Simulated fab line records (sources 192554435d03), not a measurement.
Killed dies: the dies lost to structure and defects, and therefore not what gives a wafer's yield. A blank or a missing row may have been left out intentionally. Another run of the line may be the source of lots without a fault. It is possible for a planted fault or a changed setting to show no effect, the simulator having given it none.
Split-lot trial || flow n5_finfet || route with 1938 steps; 7 lots, 39 wafers read

THE SPLIT
At N5_BEOL_M7_HM_DEP_02 (deposits TiN, target thk 20 nm), the setting target_thk_a was moved away from the recipe's 200 angstrom on 18 of the 39 wafers read, by -33.1% to +44.5%. The other wafers ran this setting at the recipe's value.

FROM THE SPLIT TO THE READING: what the file shows between them, 4 steps
- N5_BEOL_M7_COAT_59: time 60 s, resist thk 100 nm
- N5_BEOL_M7_COAT_60: time 60 s, resist thk 35 nm
- N5_BEOL_M7_STRIP_68: strips in N2/H2
- N5_BEOL_M7_STRIP_67: strips in CF4

THE READING
etch.depth_nm (the simulator's own value, which no gauge read), in nm, at N5_BEOL_M7_HM_OPEN_17 (chemistry Cl2/BCl3, target TiN, target depth 20 nm, overetch 6 nm). No usual value for it is given in the file. Across the 21 wafers here that went through the recipe, the average is 19.91 nm and the standard deviation 0.27 nm.

{"wafer": "L078.1", "tool, chamber at the split": "pvd_sputter-02, -", "target_thk_a as run, angstrom": 200, "against the recipe": "recipe", "etch.depth_nm, nm": 19.84, "against lot-mates on the recipe": "-"}
{"wafer": "L078.2", "tool, chamber at the split": "pvd_sputter-02, -", "target_thk_a as run, angstrom": 164.4, "against the recipe": "-17.8%", "etch.depth_nm, nm": 16.46, "against lot-mates on the recipe": -3.29}
{"wafer": "L078.3", "tool, chamber at the split": "pvd_sputter-02, -", "target_thk_a as run, angstrom": 200, "against the recipe": "recipe", "etch.depth_nm, nm": 19.73, "against lot-mates on the recipe": "-"}
{"wafer": "L078.4", "tool, chamber at the split": "pvd_sputter-02, -", "target_thk_a as run, angstrom": 164.4, "against the recipe": "-17.8%", "etch.depth_nm, nm": 15.77, "against lot-mates on the recipe": -3.98}
{"wafer": "L078.5", "tool, chamber at the split": "pvd_sputter-02, -", "target_thk_a as run, angstrom": 200, "against the recipe": "recipe", "etch.depth_nm, nm": 19.67, "against lot-mates on the recipe": "-"}
{"wafer": "L078.6", "tool, chamber at the split": "pvd_sputter-02, -", "target_thk_a as run, angstrom": 164.4, "against the recipe": "-17.8%", "etch.depth_nm, nm": 16.33, "against lot-mates on the recipe": -3.42}
{"wafer": "L083.1", "tool, chamber at the split": "pvd_sputter-03, -", "target_thk_a as run, angstrom": 248.3, "against the recipe": "+24.2%", "etch.depth_nm, nm": 24.39, "against lot-mates on the recipe": "+4.63"}
{"wafer": "L083.2", "tool, chamber at the split": "pvd_sputter-03, -", "target_thk_a as run, angstrom": 200, "against the recipe": "recipe", "etch.depth_nm, nm": 19.81, "against lot-mates on the recipe": "-"}
{"wafer": "L083.3", "tool, chamber at the split": "pvd_sputter-03, -", "target_thk_a as run, angstrom": 248.3, "against the recipe": "+24.2%", "etch.depth_nm, nm": 24.53, "against lot-mates on the recipe": "+4.77"}
{"wafer": "L083.4", "tool, chamber at the split": "pvd_sputter-03, -", "target_thk_a as run, angstrom": 248.3, "against the recipe": "+24.2%", "etch.depth_nm, nm": 24.76, "against lot-mates on the recipe": "+5.00"}
{"wafer": "L083.5", "tool, chamber at the split": "pvd_sputter-03, -", "target_thk_a as run, angstrom": 200, "against the recipe": "recipe", "etch.depth_nm, nm": 19.63, "against lot-mates on the recipe": "-"}
{"wafer": "L083.6", "tool, chamber at the split": "pvd_sputter-03, -", "target_thk_a as run, angstrom": 200, "against the recipe": "recipe", "etch.depth_nm, nm": 19.84, "against lot-mates on the recipe": "-"}
{"wafer": "L086.1", "tool, chamber at the split": "pvd_sputter-03, -", "target_thk_a as run, angstrom": 200, "against the recipe": "recipe", "etch.depth_nm, nm": 20.03, "against lot-mates on the recipe": "-"}
{"wafer": "L086.4", "tool, chamber at the split": "pvd_sputter-03, -", "target_thk_a as run, angstrom": 200, "against the recipe": "recipe", "etch.depth_nm, nm": 19.58, "against lot-mates on the recipe": "-"}
{"wafer": "L086.6", "tool, chamber at the split": "pvd_sputter-03, -", "target_thk_a as run, angstrom": 200, "against the recipe": "recipe", "etch.depth_nm, nm": 19.99, "against lot-mates on the recipe": "-"}
{"wafer": "L093.1", "tool, chamber at the split": "pvd_sputter-02, -", "target_thk_a as run, angstrom": 151.8, "against the recipe": "-24.1%", "etch.depth_nm, nm": 15.32, "against lot-mates on the recipe": -4.58}
{"wafer": "L093.2", "tool, chamber at the split": "pvd_sputter-02, -", "target_thk_a as run, angstrom": 151.8, "against the recipe": "-24.1%", "etch.depth_nm, nm": 15.25, "against lot-mates on the recipe": -4.65}
{"wafer": "L093.3", "tool, chamber at the split": "pvd_sputter-02, -", "target_thk_a as run, angstrom": 200, "against the recipe": "recipe", "etch.depth_nm, nm": 19.37, "against lot-mates on the recipe": "-"}
{"wafer": "L093.4", "tool, chamber at the split": "pvd_sputter-02, -", "target_thk_a as run, angstrom": 151.8, "against the recipe": "-24.1%", "etch.depth_nm, nm": 14.99, "against lot-mates on the recipe": -4.91}
{"wafer": "L093.5", "tool, chamber at the split": "pvd_sputter-02, -", "target_thk_a as run, angstrom": 200, "against the recipe": "recipe", "etch.depth_nm, nm": 20.08, "against lot-mates on the recipe": "-"}
{"wafer": "L093.6", "tool, chamber at the split": "pvd_sputter-02, -", "target_thk_a as run, angstrom": 200, "against the recipe": "recipe", "etch.depth_nm, nm": 20.24, "against lot-mates on the recipe": "-"}
{"wafer": "L095.1", "tool, chamber at the split": "pvd_sputter-02, -", "target_thk_a as run, angstrom": 137.6, "against the recipe": "-31.2%", "etch.depth_nm, nm": 13.88, "against lot-mates on the recipe": -6.11}
{"wafer": "L095.2", "tool, chamber at the split": "pvd_sputter-02, -", "target_thk_a as run, angstrom": 137.6, "against the recipe": "-31.2%", "etch.depth_nm, nm": 13.91, "against lot-mates on the recipe": -6.08}
{"wafer": "L095.3", "tool, chamber at the split": "pvd_sputter-02, -", "target_thk_a as run, angstrom": 200, "against the recipe": "recipe", "etch.depth_nm, nm": 19.62, "against lot-mates on the recipe": "-"}
{"wafer": "L095.4", "tool, chamber at the split": "pvd_sputter-02, -", "target_thk_a as run, angstrom": 200, "against the recipe": "recipe", "etch.depth_nm, nm": 20.25, "against lot-mates on the recipe": "-"}
{"wafer": "L095.5", "tool, chamber at the split": "pvd_sputter-02, -", "target_thk_a as run, angstrom": 137.6, "against the recipe": "-31.2%", "etch.depth_nm, nm": 13.37, "against lot-mates on the recipe": -6.62}
{"wafer": "L095.6", "tool, chamber at the split": "pvd_sputter-02, -", "target_thk_a as run, angstrom": 200, "against the recipe": "recipe", "etch.depth_nm, nm": 20.09, "against lot-mates on the recipe": "-"}
{"wafer": "L097.1", "tool, chamber at the split": "pvd_sputter-01, -", "target_thk_a as run, angstrom": 133.9, "against the recipe": "-33.1%", "etch.depth_nm, nm": 13.33, "against lot-mates on the recipe": -6.77}
{"wafer": "L097.2", "tool, chamber at the split": "pvd_sputter-01, -", "target_thk_a as run, angstrom": 200, "against the recipe": "recipe", "etch.depth_nm, nm": 20, "against lot-mates on the recipe": "-"}
{"wafer": "L097.3", "tool, chamber at the split": "pvd_sputter-01, -", "target_thk_a as run, angstrom": 133.9, "against the recipe": "-33.1%", "etch.depth_nm, nm": 13.19, "against lot-mates on the recipe": -6.91}
{"wafer": "L097.4", "tool, chamber at the split": "pvd_sputter-01, -", "target_thk_a as run, angstrom": 200, "against the recipe": "recipe", "etch.depth_nm, nm": 20.51, "against lot-mates on the recipe": "-"}
{"wafer": "L097.5", "tool, chamber at the split": "pvd_sputter-01, -", "target_thk_a as run, angstrom": 133.9, "against the recipe": "-33.1%", "etch.depth_nm, nm": 13.38, "against lot-mates on the recipe": -6.72}
{"wafer": "L097.6", "tool, chamber at the split": "pvd_sputter-01, -", "target_thk_a as run, angstrom": 200, "against the recipe": "recipe", "etch.depth_nm, nm": 19.78, "against lot-mates on the recipe": "-"}
{"wafer": "L096.1", "tool, chamber at the split": "pvd_sputter-02, -", "target_thk_a as run, angstrom": 289.1, "against the recipe": "+44.5%", "etch.depth_nm, nm": 26.49, "against lot-mates on the recipe": "+6.48"}
{"wafer": "L096.2", "tool, chamber at the split": "pvd_sputter-02, -", "target_thk_a as run, angstrom": 289.1, "against the recipe": "+44.5%", "etch.depth_nm, nm": 25.51, "against lot-mates on the recipe": "+5.50"}
{"wafer": "L096.3", "tool, chamber at the split": "pvd_sputter-02, -", "target_thk_a as run, angstrom": 200, "against the recipe": "recipe", "etch.depth_nm, nm": 20.28, "against lot-mates on the recipe": "-"}
{"wafer": "L096.4", "tool, chamber at the split": "pvd_sputter-02, -", "target_thk_a as run, angstrom": 200, "against the recipe": "recipe", "etch.depth_nm, nm": 19.7, "against lot-mates on the recipe": "-"}
{"wafer": "L096.5", "tool, chamber at the split": "pvd_sputter-02, -", "target_thk_a as run, angstrom": 200, "against the recipe": "recipe", "etch.depth_nm, nm": 20.06, "against lot-mates on the recipe": "-"}
{"wafer": "L096.6", "tool, chamber at the split": "pvd_sputter-02, -", "target_thk_a as run, angstrom": 289.1, "against the recipe": "+44.5%", "etch.depth_nm, nm": 26.55, "against lot-mates on the recipe": "+6.54"}

FIT RESULTS
A straight line over all 39 wafers: etch.depth_nm changes by +0.176 nm for each +1% of target_thk_a; r = +0.99; the points scatter about the line by 0.58 nm.
The same after taking each lot's own level away (the mean of its wafers on the recipe; 39 wafers): +0.177 nm for each +1%; r = +0.99; scatter 0.62 nm.
Per that fit: largest target_thk_a move, reading shift of 7.9 nm.
From 19.747 to 20.097 nm: that is the span of the lots' own levels, equal to 1.3 times the standard deviation above.
So the lot-to-lot level changes the slope little: the two slopes agree.
Check: for one of the wafers moved furthest among these (+44.5%), held out of the fit, the line's prediction against its lot-mates is +7.8 nm. It came out at +6.48 nm against them.

THE WHOLE CHAIN: every reading that the file lists as answering this split, in the file's order
{"step": "N5_BEOL_M7_HM_DEP_02", "what it does": "deposits TiN, target thk 20 nm", "reading": "TiN_of_BEOL_M7_HM_DEP_02.thk_nm (the simulator's own value, which no gauge read)", "change (the file's fit)": "+0.202 nm for each +1% of the setting", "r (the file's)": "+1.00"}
{"step": "N5_BEOL_M7_HM_OPEN_17", "what it does": "chemistry Cl2/BCl3, target TiN, target depth 20 nm, overetch 6 nm", "reading": "etch.depth_nm (the simulator's own value, which no gauge read)", "change (the file's fit)": "+0.179 nm for each +1% of the setting", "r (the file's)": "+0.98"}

THE FILE'S OWN FIT
etch.depth_nm changes by +0.179 nm for each +1% of target_thk_a, r = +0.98.
